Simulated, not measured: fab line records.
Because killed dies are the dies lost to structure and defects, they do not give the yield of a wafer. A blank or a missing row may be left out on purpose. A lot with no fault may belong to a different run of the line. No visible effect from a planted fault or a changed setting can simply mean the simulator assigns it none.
fab line records | flow n5-finfet | part 2 of 2: steps 24 to 30 of 30
record: lots: 5 wafers: 15 last-day: 16
route steps=1938 shown BEOL_M8@1395 BEOL_M9@1401
lots untouched by any fault: they come from a run of this same line in which no faults occurred
start-h: hours from the record's first day to the start of the lot's first wafer shown | wait-h: hours elapsed since this lot's preceding step | " same as the row above | L1.1+2: one row covering several wafers at once | - no value present, or no start provided | * or withheld: withheld | < > ~ a bound
route shown NAME@n: a module of which the file shows steps, and the number in the route of the first | usual: mean/standard deviation of fault-free wafers | same: alike in all rows | chamber/n: place in a boat | sites: each site's reading | _std_site: standard deviation of those values | _edge_site: mean of outer sites minus mean of inner sites | radius-mm: how far each site lies from the wafer's centre | mask NAME#n: copy n | behind: the tool/chamber that last shaped the wafer | hold: cause of the lot's hold/its duration in hours/its outcome | device: whichever transistor did not switch (one of n, p or np) | end of line: the same wafers' tests at the end of the route | where a step has no rows: the recipe by itself | killed: at the first sort, the dies lost to defects and structure; wafer yield is something else | map: a wafer's dies, marking killed ones x, the rest . and places with no die _
set.NAME: the setting that was run; set.NAME@STEP: the one run at that earlier step | model.NAME: the simulator's own value behind a step, which no gauge read
lots at selected steps of the route; one table per step, one row per wafer
services: the hour from which a tool's chamber was out of use, counted from the record's first day as start-h (under 0 if before that day), plus the number of hours and why
== steps ==
step: N5_BEOL_M9_ETCH_61
recipe: chemistry: CF4 target: SiARC target-depth-a: 390 mask-material: CAR-ArF time-s: 65 ion-energy-ev: 80 pressure-mtorr: 40 source-w: 545 bias-w: 36 Ar_flow_sccm: 100 cf4-flow-sccm: 100 ends: cleared
usual: cf4-flow-sccm: 100.02/0.3 drypump-motor-current-A: 5.9/0.47 etch-rf-on-time-s: 65.1/2.1 oes-product-au: 0.65/0.077 rf-vpp-V: 184.0/1.4 showerhead-plenum-p-Torr: 2.14/0.079 throttle-valve-pct: 15.74/0.26
columns lot.wafer tool chamber start-h wait-h cf4-flow-sccm drypump-motor-current-A etch-rf-on-time-s oes-product-au rf-hours-counter-h rf-vpp-V showerhead-plenum-p-Torr throttle-valve-pct
L076.2 rie-diel-03 1 207.60 0.0 99.86 6.8 64.5 0.59 207 183.2 2.05 15.99
L076.3 " 0 " " 99.70 5.7 66.5 0.64 165 187.1 2.22 15.94
L076.5 " 2 " " 99.93 6.2 68.5 0.57 - 185.1 2.22 15.96
L079.2 rie-diel-06 0 236.52 0.0 100.42 6.5 62.4 0.63 201 182.5 2.04 15.39
L079.3 " 2 " " 99.84 5.6 62.4 0.84 3 183.9 2.10 15.64
L079.5 " 1 " " 99.73 6.5 66.3 0.72 - 184.8 2.25 15.52
L080.4 rie-diel-06 3 246.72 0.0 100.08 5.9 61.3 0.66 146 181.8 1.98 15.36
L080.5 " 1 " " 100.17 6.5 66.0 0.72 - 186.5 2.25 15.52
L080.6 " 2 " " 99.92 5.7 62.1 0.83 - 181.6 2.10 15.66
L090.1 rie-diel-06 0 323.48 0.0 99.62 6.5 61.8 0.62 228 183.7 2.03 15.42
L090.4 " 1 " " 99.52 6.5 66.4 0.70 76 186.8 2.25 15.57
L090.6 " 3 " " 99.84 5.9 61.7 0.64 - 180.4 1.97 15.41
L093.2 rie-diel-06 2 323.77 0.0 100.31 5.6 62.5 0.78 27 183.6 2.09 15.69
L093.3 " 1 " " 99.90 6.5 66.6 0.69 76 185.5 2.25 15.54
L093.5 " 0 " " 100.14 6.5 61.5 0.63 - 184.0 2.03 15.43
step: N5_BEOL_M9_ETCH_62
recipe: chemistry: N2/H2 target: SOC target-depth-a: 1100 overetch-a: 220 mask-material: SiARC temp-c: 40 time-s: 165 ion-energy-ev: 200 pressure-mtorr: 30 source-w: 840 bias-w: 150 n2-flow-sccm: 200 h2-flow-sccm: 200
usual: drypump-motor-current-A: 5.9/0.47 oes-product-au: 0.65/0.071 rf-vpp-V: 523.8/2.8 showerhead-plenum-p-Torr: 2.54/0.1 throttle-valve-pct: 17.96/0.27
columns lot.wafer tool chamber start-h wait-h drypump-motor-current-A oes-product-au rf-hours-counter-h rf-vpp-V showerhead-plenum-p-Torr throttle-valve-pct
L076.2 rie-diel-03 1 207.65 0.0 6.8 0.59 207 520.5 2.41 18.06
L076.3 " 0 " " 5.8 0.63 165 525.0 2.64 18.19
L076.5 " 2 " " 6.2 0.59 - 526.1 2.62 17.96
L079.2 rie-diel-06 0 236.57 0.0 6.5 0.62 201 520.0 2.43 17.60
L079.3 " 2 " " 5.7 0.81 3 522.3 2.47 17.85
L079.5 " 1 " " 6.5 0.73 - 528.2 2.70 17.83
L080.4 rie-diel-06 3 246.77 0.0 5.9 0.64 146 519.0 2.34 17.65
L080.5 " 1 " " 6.5 0.72 - 526.9 2.70 17.84
L080.6 " 2 " " 5.7 0.80 - 524.6 2.47 17.83
L090.1 rie-diel-06 0 323.53 0.0 6.5 0.61 228 520.0 2.42 17.66
L090.4 " 1 " " 6.5 0.70 76 527.6 2.69 17.89
L090.6 " 3 " " 5.8 0.63 - 517.1 2.33 17.70
L093.2 rie-diel-06 2 323.82 0.0 5.7 0.76 27 521.8 2.46 17.88
L093.3 " 1 " " 6.5 0.70 76 528.3 2.69 17.86
L093.5 " 0 " " 6.5 0.61 - 520.7 2.42 17.63
step: N5_BEOL_M9_STRIP_68
recipe: chemistry: N2/H2 temp-c: 40 n2-flow-sccm: 200 h2-flow-sccm: 200 rf-frequency-hz: 6e+07
columns lot.wafer tool chamber start-h wait-h
L076.2+3+5 rie-diel-03 1,0,2 207.78 0.1
L079.2+3+5 rie-diel-06 0,2,1 236.71 0.1
L080.4+5+6 rie-diel-06 3,1,2 246.90 0.1
L090.1+4+6 rie-diel-06 0,1,3 323.66 0.1
L093.2+3+5 rie-diel-06 2,1,0 323.95 0.1
step: N5_BEOL_M9_STRIP_67
recipe: chemistry: CF4 resist: SiARC power-w: 300 bias-power-w: 75 pressure-mtorr: 50 cf4-flow-sccm: 150 rf-frequency-hz: 6e+07
usual: cf4-flow-sccm: 150.0/0.44 drypump-motor-current-A: 5.9/0.46 oes-product-au: 0.76/0.083 rf-vpp-V: 271.1/1.8 showerhead-plenum-p-Torr: 1.79/0.069 throttle-valve-pct: 13.70/0.28
columns lot.wafer tool chamber start-h wait-h cf4-flow-sccm drypump-motor-current-A oes-product-au rf-hours-counter-h rf-vpp-V showerhead-plenum-p-Torr throttle-valve-pct
L076.2 rie-diel-03 1 207.79 0.0 150.5 6.7 0.69 207 269.8 1.71 13.96
L076.3 " 0 " " 150.3 5.7 0.76 165 271.7 1.85 13.88
L076.5 " 2 " " 150.1 6.2 0.69 - 270.5 1.88 14.01
L079.2 rie-diel-06 0 236.72 0.0 150.6 6.5 0.73 201 270.0 1.70 13.34
L079.3 " 2 " " 149.9 5.6 0.96 3 270.0 1.75 13.50
L079.5 " 1 " " 150.9 6.5 0.86 - 273.0 1.87 13.43
L080.4 rie-diel-06 3 246.91 0.0 149.9 5.8 0.75 146 268.1 1.65 13.34
L080.5 " 1 " " 150.3 6.5 0.85 - 273.7 1.87 13.42
L080.6 " 2 " " 150.2 5.6 0.94 - 271.0 1.74 13.54
L090.1 rie-diel-06 0 323.67 0.0 150.9 6.5 0.71 228 267.6 1.69 13.42
L090.4 " 1 " " 150.2 6.5 0.82 76 273.3 1.87 13.50
L090.6 " 3 " " 150.6 5.9 0.73 - 267.7 1.65 13.40
L093.2 rie-diel-06 2 323.96 0.0 150.5 5.6 0.89 27 271.1 1.74 13.58
L093.3 " 1 " " 150.2 6.5 0.82 76 275.1 1.87 13.49
L093.5 " 0 " " 148.7 6.5 0.71 - 270.1 1.69 13.42
step: N5_BEOL_M9_HM_OPEN_17
recipe: chemistry: Cl2/BCl3 target-depth-a: 200 overetch-a: 60 target: TiN mask-material: SOC ion-energy-ev: 150 pressure-mtorr: 10 icp-w: 1000 bias-w: 126 Cl2_flow_sccm: 53.25 bcl3-flow-sccm: 21.75 Ar_flow_sccm: 25
usual: drypump-motor-current-A: 5.7/0.47 oes-product-au: 0.64/0.11 throttle-valve-pct: 22.33/0.17
columns lot.wafer tool chamber start-h wait-h drypump-motor-current-A oes-product-au rf-hours-counter-h throttle-valve-pct
L076.2 rie-metal-02 0 207.83 0.0 5.1 0.53 121 22.61
L076.3 " 1 " " 5.8 0.81 - 22.25
L076.5 " 0 " " 5.1 0.53 - 22.60
L079.2 rie-metal-03 1 236.76 0.0 5.2 0.59 74 22.32
L079.3 " 0 " " 6.4 0.55 - 22.23
L079.5 " 1 " " 5.2 0.59 - 22.30
L080.4 rie-metal-02 0 246.98 0.1 5.1 0.52 - 22.62
L080.5 " 1 " " 5.9 0.78 - 22.24
L080.6 " 0 " " 5.1 0.53 - 22.60
L090.1 rie-metal-02 1 323.71 0.0 5.9 0.75 15 22.27
L090.4 " 1 " " 5.8 0.76 - 22.25
L090.6 " 0 " " 5.1 0.79 - 22.17
L093.2 rie-metal-03 0 324.00 0.0 6.5 0.55 107 22.24
L093.3 " 1 " " 5.1 0.58 - 22.35
L093.5 " 1 " " 5.1 0.57 - 22.31
step: N5_BEOL_M9_STRIP_19
recipe: chemistry: O2 power-w: 400 temp-c: 40 pressure-mtorr: 30 rf-frequency-hz: 6e+07 bias-power-w: 0 overash-fraction: 0.2 o2-flow-sccm: 225
usual: drypump-motor-current-A: 5.9/0.45 oes-product-au: 0.79/0.096 rf-vpp-V: 3.7/0.54 showerhead-plenum-p-Torr: 2.08/0.086 throttle-valve-pct: 16.71/0.28
columns lot.wafer tool chamber start-h wait-h drypump-motor-current-A oes-product-au rf-hours-counter-h rf-vpp-V showerhead-plenum-p-Torr throttle-valve-pct
L076.2 rie-diel-01 0 207.95 0.1 5.5 0.69 232 4.0 2.07 16.99
L076.3 " 1 " " 5.5 0.94 6 4.0 2.12 16.46
L076.5 " 1 " " 5.5 0.94 - 2.8 2.12 16.48
L079.2 rie-diel-03 0 236.87 0.1 5.7 0.75 173 3.6 2.18 17.08
L079.3 " 1 " " 6.8 0.67 215 4.3 2.00 17.10
L079.5 " 0 " " 5.8 0.75 - 4.6 2.18 17.06
L080.4 rie-diel-06 1 247.06 0.1 6.5 0.86 53 3.4 2.19 16.49
L080.5 " 3 " " 5.9 0.76 - 4.7 1.92 16.36
L080.6 " 2 " " 5.7 0.97 - 4.1 2.05 16.78
L090.1 rie-diel-01 3 323.82 0.1 5.4 0.74 182 3.9 2.08 17.07
L090.4 " 2 " " 5.4 0.68 232 3.4 2.18 17.04
L090.6 " 1 " " 5.5 0.87 - 4.1 2.11 16.57
L093.2 rie-diel-06 2 324.11 0.1 5.7 0.92 27 3.5 2.05 16.81
L093.3 " 0 " " 6.5 0.73 229 4.4 1.99 16.53
L093.5 " 1 " " 6.5 0.84 - 3.6 2.18 16.50
step: N5_BEOL_M9_CD_MEAS_18
recipe: pitch-nm: 140 target-cd-nm: 70
usual: cd-nm: 69.8/0.97
columns lot.wafer tool chamber start-h wait-h cd-nm
L076.2 cd-sem-01 - 208.02 0.1 69.8
L076.3 " - " " 71.2
L076.5 " - " " 70.4
L079.2 cd-sem-03 - 236.94 0.1 68.4
L079.3 " - " " 68.5
L079.5 " - " " 68.9
L080.4 cd-sem-02 - 247.14 0.1 70.0
L080.5 " - " " 69.7
L080.6 " - " " 68.1
L090.1 cd-sem-03 - 323.89 0.0 70.7
L090.4 " - " " 70.3
L090.6 " - " " 69.9
L093.2 cd-sem-03 - 324.19 0.1 69.9
L093.3 " - " " 70.4
L093.5 " - " " 69.2
== services ==
columns tool chamber start-h hours kind
arfi-scanner-03 - 185.51 1.0 pm
arfi-scanner-02 - 189.07 0.7 repair
cmp-03 - 192.55 7.1 pm
arfi-scanner-02 - 198.90 1.3 pm
rie-diel-06 - 199.41 3.9 repair
rie-diel-01 3 207.40 19.4 repair
cmp-03 - 209.25 4.0 pm
rie-metal-03 - 211.12 0.2 repair
arfi-scanner-03 - 212.23 1.1 repair
uv-cure-03 - 217.24 7.5 pm
arfi-scanner-03 - 225.80 3.9 pm
cmp-03 - 230.23 0.5 repair
pecvd-01 - 238.21 2.8 pm
pecvd-02 - 240.84 1.9 repair
pecvd-01 - 243.67 0.6 repair
arfi-scanner-03 - 244.05 1.0 pm
arfi-scanner-03 - 246.74 2.1 repair
arfi-scanner-02 - 250.18 0.8 pm
arfi-scanner-02 - 265.36 1.0 pm
cmp-03 - 273.50 26.7 repair
pecvd-03 0 283.70 23.4 repair
rie-diel-03 - 297.78 2.8 pm
cmp-03 - 302.15 15.6 pm
uv-cure-03 - 319.69 1.0 pm
